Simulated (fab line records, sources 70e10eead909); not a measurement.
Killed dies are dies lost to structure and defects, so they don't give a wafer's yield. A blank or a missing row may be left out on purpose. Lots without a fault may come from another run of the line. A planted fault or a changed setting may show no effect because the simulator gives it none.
One fault seen from 3 desks | flow nand_harc | each desk has only its own numbers; what lay behind them comes last

THE METROLOGY DESK
What the gauges read, lot by lot, whatever tool the lot ran on: means of the sampled wafers that have a number. A lot is out of limits, marked OUT, if its mean lies more than 4 standard deviations from the usual mean; the brackets give that distance.
Columns: A = thk_nm at NHARC_A_ONON_D1_THK_MEAS_11, usual 1000 nm; B = thk_nm at NHARC_A_ONON_D1_THK_MEAS_27, usual 1002 nm
lot  | first seen here | A    | B
L899 | day 8 01:04     | 994  | 1028
L903 | day 9 06:23     | 1003 | 1015
L904 | day 9 18:59     | 1006 | 982
L908 | day 11 17:52    | 996  | 829 (-13) OUT
L910 | day 12 11:03    | 999  | 828 (-13) OUT
L912 | day 13 00:53    | 982  | 893 (-8.4) OUT
L913 | day 13 18:02    | 1012 | 996
L914 | day 13 22:54    | 1011 | 994
L916 | day 15 06:20    | 986  | 1010
L917 | day 15 15:53    | 982  | 983
L919 | day 16 02:11    | 1011 | 988
L921 | day 16 14:16    | 1008 | 1005
L922 | day 17 07:19    | 1002 | 1004
This desk's finding: out of limits on L908, L910, L912; first on L908, day 12 03:54 (thk_nm at NHARC_A_ONON_D1_THK_MEAS_27). In limits: L899, L903, L904, L913, L914, L916, L917, L919, L921, L922.

THE TOOL OWNER'S DESK: pecvd_onon-01
The tool's own readings at NHARC_A_ONON_D1_DEP_25 (target thk 1000 nm): means of the sampled wafers that have a number, for each lot that ran on this tool. A lot is out of limits, marked OUT, if its mean lies more than 4 standard deviations from the usual mean; the brackets give that distance.
Columns: A = sih4_flow_sccm at NHARC_A_ONON_D1_DEP_25, usual 209.9 sccm
lot  | first seen here | A
L904 | day 10 05:51    | 209.7
L908 | day 12 03:30    | 209.0
L910 | day 12 20:29    | 209.9
L912 | day 13 11:29    | 209.6
L917 | day 15 22:18    | 210.6
L919 | day 16 13:53    | 210.3
L922 | day 17 16:53    | 210.8
This desk's finding: nothing out of limits on any of the 7 lots.

THE DEFECT DESK
What the inspections along the route counted, lot by lot: means of the sampled wafers that have a number. A lot is out of limits, marked OUT, if its mean lies more than 4 standard deviations from the usual mean; the brackets give that distance.
Columns: A = raw_defect_count at NHARC_A_ONON_D1_INSPECT_32, usual 76
lot  | first seen here | A
L899 | day 8 12:43     | 55
L903 | day 9 17:29     | 100
L904 | day 10 07:29    | 95
L908 | day 12 05:00    | 44
L910 | day 12 22:01    | 75
L912 | day 13 13:06    | 44
L913 | day 14 06:14    | 102
L914 | day 14 13:08    | 64
L916 | day 15 23:49    | 89
L917 | day 15 23:55    | 89
L919 | day 16 15:38    | 78
L921 | day 17 01:10    | 93
L922 | day 17 18:29    | 35
This desk's finding: nothing out of limits on any of the 13 lots.

PUT TOGETHER
The metrology desk could have raised an alarm at day 12 03:54, on L908, L910, L912.
The tool owner's desk saw nothing out of limits.
The defect desk saw nothing out of limits.
The tool owner's desk has L908, L910, L912 on record, within its limits.
The defect desk has L908, L910, L912 on record, within its limits.
Of the lots named, all ran NHARC_A_ONON_D1_DEP_25 on pecvd_onon-01.

WHAT THE SIMULATOR HAD PUT IN
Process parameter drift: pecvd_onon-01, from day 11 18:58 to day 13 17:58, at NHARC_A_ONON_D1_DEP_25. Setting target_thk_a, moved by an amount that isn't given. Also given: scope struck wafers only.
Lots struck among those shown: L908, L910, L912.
Hours from the fault's start to each desk's first reading out of limits: the metrology desk, 9.
